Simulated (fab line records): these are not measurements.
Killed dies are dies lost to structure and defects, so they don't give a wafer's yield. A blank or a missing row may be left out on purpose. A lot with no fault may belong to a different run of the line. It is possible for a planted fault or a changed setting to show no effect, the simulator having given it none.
Lot-split experiment / flow n5_finfet / on a route of 1938 steps: 7 lots, 21 wafers read

## SPLIT DETAILS
At N5_BEOL_M5_ILD_DEP_00 (deposits SiCOH lowk from DEMS/porogen, target thk 140.64 nm, time 25.9 s), the setting temp_c was moved away from the recipe's 300 C on 7 of the 21 wafers read, by -1.6% to +1.2%. This setting was run at the recipe's value on the other wafers.

## FROM THE SPLIT ON TO THE READING: in between, the file shows 1 step
- N5_BEOL_M5_CURE_79: cures SiCOH lowk, time 240 s

## THE READING
At N5_BEOL_M5_THK_MEAS_01: M5_ILD_THK, given in nm. A value of 121.3 nm with a standard deviation of 1.4 nm is what fault-free wafers of this fab line usually give.

wafer=L077.3; tool, chamber at the split=pecvd-04, 2; temp_c as run, C=302.7; against the recipe=+0.9%; M5_ILD_THK, nm=118.6; against lot-mates on the recipe=-2.9
wafer=L077.5; tool, chamber at the split=pecvd-04, 1; temp_c as run, C=300; against the recipe=recipe; M5_ILD_THK, nm=121.5; against lot-mates on the recipe=-
wafer=L077.6; tool, chamber at the split=pecvd-04, 2; temp_c as run, C=302.7; against the recipe=+0.9%; M5_ILD_THK, nm=120.0; against lot-mates on the recipe=-1.5
wafer=L078.1; tool, chamber at the split=pecvd-04, 2; temp_c as run, C=300; against the recipe=recipe; M5_ILD_THK, nm=118.8; against lot-mates on the recipe=-
wafer=L078.2; tool, chamber at the split=pecvd-04, 1; temp_c as run, C=300; against the recipe=recipe; M5_ILD_THK, nm=119.7; against lot-mates on the recipe=-
wafer=L078.3; tool, chamber at the split=pecvd-04, 0; temp_c as run, C=300; against the recipe=recipe; M5_ILD_THK, nm=118.5; against lot-mates on the recipe=-
wafer=L083.4; tool, chamber at the split=pecvd-03, 0; temp_c as run, C=300; against the recipe=recipe; M5_ILD_THK, nm=121.7; against lot-mates on the recipe=-
wafer=L083.5; tool, chamber at the split=pecvd-03, 1,2; temp_c as run, C=295.3; against the recipe=-1.6%; M5_ILD_THK, nm=125.3; against lot-mates on the recipe=+3.6
wafer=L083.6; tool, chamber at the split=pecvd-03, 1,2; temp_c as run, C=295.3; against the recipe=-1.6%; M5_ILD_THK, nm=125.2; against lot-mates on the recipe=+3.5
wafer=L086.1; tool, chamber at the split=pecvd-04, 2; temp_c as run, C=300; against the recipe=recipe; M5_ILD_THK, nm=120.9; against lot-mates on the recipe=-
wafer=L086.4; tool, chamber at the split=pecvd-04, 2; temp_c as run, C=300; against the recipe=recipe; M5_ILD_THK, nm=123.1; against lot-mates on the recipe=-
wafer=L086.5; tool, chamber at the split=pecvd-04, 1; temp_c as run, C=300; against the recipe=recipe; M5_ILD_THK, nm=122.6; against lot-mates on the recipe=-
wafer=L088.2; tool, chamber at the split=pecvd-04, 2; temp_c as run, C=300; against the recipe=recipe; M5_ILD_THK, nm=120.7; against lot-mates on the recipe=-
wafer=L088.3; tool, chamber at the split=pecvd-04, 0; temp_c as run, C=300; against the recipe=recipe; M5_ILD_THK, nm=119.1; against lot-mates on the recipe=-
wafer=L088.5; tool, chamber at the split=pecvd-04, 2; temp_c as run, C=300; against the recipe=recipe; M5_ILD_THK, nm=120.8; against lot-mates on the recipe=-
wafer=L087.1; tool, chamber at the split=pecvd-03, 2; temp_c as run, C=300; against the recipe=recipe; M5_ILD_THK, nm=121.3; against lot-mates on the recipe=-
wafer=L087.4; tool, chamber at the split=pecvd-03, 0; temp_c as run, C=297.1; against the recipe=-1.0%; M5_ILD_THK, nm=123.9; against lot-mates on the recipe=+2.6
wafer=L087.6; tool, chamber at the split=pecvd-03, 2; temp_c as run, C=300; against the recipe=recipe; M5_ILD_THK, nm=121.4; against lot-mates on the recipe=-
wafer=L092.2; tool, chamber at the split=pecvd-03, 0; temp_c as run, C=300; against the recipe=recipe; M5_ILD_THK, nm=121.9; against lot-mates on the recipe=-
wafer=L092.3; tool, chamber at the split=pecvd-03, 1; temp_c as run, C=303.7; against the recipe=+1.2%; M5_ILD_THK, nm=119.6; against lot-mates on the recipe=-2.3
wafer=L092.5; tool, chamber at the split=pecvd-03, 1; temp_c as run, C=303.7; against the recipe=+1.2%; M5_ILD_THK, nm=119.2; against lot-mates on the recipe=-2.7
Where a row lists several chambers, the file gives one row for several wafers and doesn't say which wafer went through which chamber.

THE FIT
A straight line over all 21 wafers: M5_ILD_THK changes by -2.2 nm for each +1% of temp_c; r = -0.79; the points scatter about the line by 1.3 nm.
The same after taking each lot's own level away (the mean of its wafers on the recipe; 21 wafers): -2.26 nm for each +1%; r = -0.94; scatter 0.59 nm.
That fit puts the effect of the largest move of temp_c on the reading at 3.5 nm.
From 119.00 to 122.20 nm: that is the span of the lots' own levels, equal to 2.3 times the standard deviation above.
So the lot-to-lot level blurs the effect unless lot-mates are compared.
Check: with one of the wafers moved furthest among these (-1.6%) left out of the fit, the line predicts +3.55 nm for it against its lot-mates. It came out at +3.6 nm against them.

## OTHER SPLITS ON THESE WAFERS
These wafers also went through other splits before the reading. Each is held against what the fit with the lots' levels taken away leaves over:
other split on the same wafers=N5_BEOL_M2_COAT_68 spin_rpm; wafers away from the commonest value=6; r with M5_ILD_THK (lot level and that fit taken away)=-0.11
other split on the same wafers=N5_BEOL_M2_ETCHBACK_99 time_s; wafers away from the commonest value=9; r with M5_ILD_THK (lot level and that fit taken away)=+0.44
other split on the same wafers=N5_BEOL_M2_TRENCH_ETCH_37 source_w; wafers away from the commonest value=8; r with M5_ILD_THK (lot level and that fit taken away)=+0.16
other split on the same wafers=N5_BEOL_M3_EXPOSE_25 dose_mj; wafers away from the commonest value=7; r with M5_ILD_THK (lot level and that fit taken away)=-0.02
other split on the same wafers=N5_BEOL_M4_COAT_73 spin_rpm; wafers away from the commonest value=5; r with M5_ILD_THK (lot level and that fit taken away)=+0.11
other split on the same wafers=N5_BEOL_M4_EXPOSE_08 dose_mj; wafers away from the commonest value=6; r with M5_ILD_THK (lot level and that fit taken away)=-0.22

## THE WHOLE CHAIN: every reading that the file lists as answering this split, in the file's order
step=N5_BEOL_M5_ILD_DEP_00; what it does=deposits SiCOH lowk from DEMS/porogen, target thk 140.64 nm, time 25.9 s; reading=SiCOH_lowk_of_BEOL_M5_ILD_DEP_00.thk_nm (the simulator's own value, which no gauge read); change (the file's fit)=-2.54 nm for each +1% of the setting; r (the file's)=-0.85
step=N5_BEOL_M5_CURE_79; what it does=cures SiCOH lowk, time 240 s; reading=SiCOH_lowk_of_BEOL_M5_ILD_DEP_00.thk_nm (the simulator's own value, which no gauge read); change (the file's fit)=-2.3 nm for each +1% of the setting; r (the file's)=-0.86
step=N5_BEOL_M5_THK_MEAS_01; what it does=; reading=M5_ILD_THK; change (the file's fit)=-2.27 for each +1% of the setting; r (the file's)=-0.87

## THE FILE'S OWN FIT
M5_ILD_THK changes by -2.27 nm for each +1% of temp_c, r = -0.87.
